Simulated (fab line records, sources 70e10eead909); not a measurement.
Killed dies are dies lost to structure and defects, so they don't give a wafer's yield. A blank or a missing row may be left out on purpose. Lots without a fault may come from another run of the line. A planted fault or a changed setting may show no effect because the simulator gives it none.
A struck lot beside a sound one | flow nand_harc | 14 steps out of a route of 1159
Sound: wafers L570.2, L570.4, L570.6. Struck: wafers L565.1, L565.4, L565.6. The cause comes at the end.
At each step with rows: each side's tool, then ch and its chambers, then its first start. Under that, the readings that differ: sound wafers | struck wafers | difference of the means | sigmas: that difference in standard deviations of wafers without a fault.
alike: readings whose means differ by less than 2 such deviations, and words and numbers that are the same on both sides. not compared: withheld readings, readings that some wafer has no value for, bounds like >300 that may hide the same value, and numbers for which the record gives no deviation and whose values overlap.
The two part at a step that has a row with sigmas, a row that says differs or no value, or rows on one side only. Numbers that don't overlap but have no deviation are shown without sigmas and don't part them. A reading that every wafer of one side lacks parts them only if that side has two wafers or more.

first, 1 step without rows for these wafers: NHARC_A_WL_FILL_ANNEAL_08 (time 1800 s).
NHARC_A_WL_FILL_ALD_10: deposits SiO2, target thk 50 nm, pulse time 10 s, ald cycles 500.
  sound on ald_hk-01 ch 0,2,3, day 18 16:53; struck on ald_hk-03 ch 2,3, day 18 04:16
  alike: heater_power_outer_w, heater_power_w, precursor_pulse_height_rel
NHARC_A_WL_FILL_ETCHBACK_16: etches the open film in C4F8/O2/Ar, target depth 88 nm, time 17.6 s.
  sound on rie_diel-02 ch 1,2,3; struck on rie_diel-09 ch 0,2,3
  alike: oes_product_au, rf_vpp_V
  not compared: rf_hours_counter_h
NHARC_A_WL_FILL_STRIP_29: strips in O2, time 20 s.
  sound on rie_diel-02 ch 0,1,3, day 18 21:38; struck on rie_diel-09 ch 0,2,3, day 18 08:59
  alike: drypump_motor_current_A, oes_product_au, rf_vpp_V, showerhead_plenum_p_Torr, throttle_valve_pct
  not compared: rf_hours_counter_h
then, 4 steps without rows for these wafers: NHARC_A_WL_FILL_ETCHBACK_17 (etches the open film in Cl2/BCl3, target depth 4 nm, time 26.7 s); NHARC_A_WL_FILL_PRECLEAN_18 (cleans in dHF, time 30 s); NHARC_A_WL_FILL_SRD_21; NHARC_A_WL_FILL_CVD_23 (deposits poly-Si, target thk 40 nm, time 800 s).
NHARC_A_WL_FILL_ETCHBACK_26: etches the open film in HBr, target depth 52 nm, time 13.3 s.
  sound on rie_si-05 ch 0,1,2, day 19 02:45; struck on rie_si-03 ch 2,3, day 18 14:16
  alike: drypump_motor_current_A, oes_product_au, throttle_valve_pct
  not compared: rf_hours_counter_h
then, 2 steps without rows for these wafers: NHARC_A_WL_FILL_PRECLEAN_30 (cleans in dHF, time 10 s); NHARC_A_WL_FILL_SRD_14.
NHARC_A_WL_FILL_ALD_19: deposits TiN, target thk 2 nm, pulse time 3 s, ald cycles 100.
  sound on ald_metal-02 ch 1,2, day 19 03:01; struck on ald_metal-04 ch 0,2, day 18 14:35
  no value came back on the struck wafers for ald_cycles, heater_power_outer_w (W), heater_power_w (W), precursor_pulse_height_rel; on the sound wafers ald_cycles reads 100 100 100
NHARC_A_WL_FILL_CVD_20: deposits W, target thk 75 nm, time 5064 s.
  sound on cvd_w-02 ch 0,1; struck on cvd_w-01 ch 0,1
  alike: heater_power_w, mfc_h2_sccm, throttle_valve_pct
-- the record jumps here: 4 days lie between the struck wafers' starts before and after (it left off in module A_WL_FILL and takes up again in module END, whose first step shown is number 1159 of the route) --
NHARC_END_SORT_01:
  sound on prober-01 ch 0, day 23 01:29; struck on prober-02 ch 0, day 22 13:49
  reading         | sound | struck      | difference | sigmas
  killed_at_array | 12    | 669 674 670 | +659       | +60
  killed_dies     | 13    | 677 677 677 | +664       | +60
  alike: killed_at_other, killed_at_periphery, killed_open, killed_short

WHERE THEY PART
First at NHARC_A_WL_FILL_ALD_19; last, within this record, at NHARC_END_SORT_01.

WHY: what the simulator had put in
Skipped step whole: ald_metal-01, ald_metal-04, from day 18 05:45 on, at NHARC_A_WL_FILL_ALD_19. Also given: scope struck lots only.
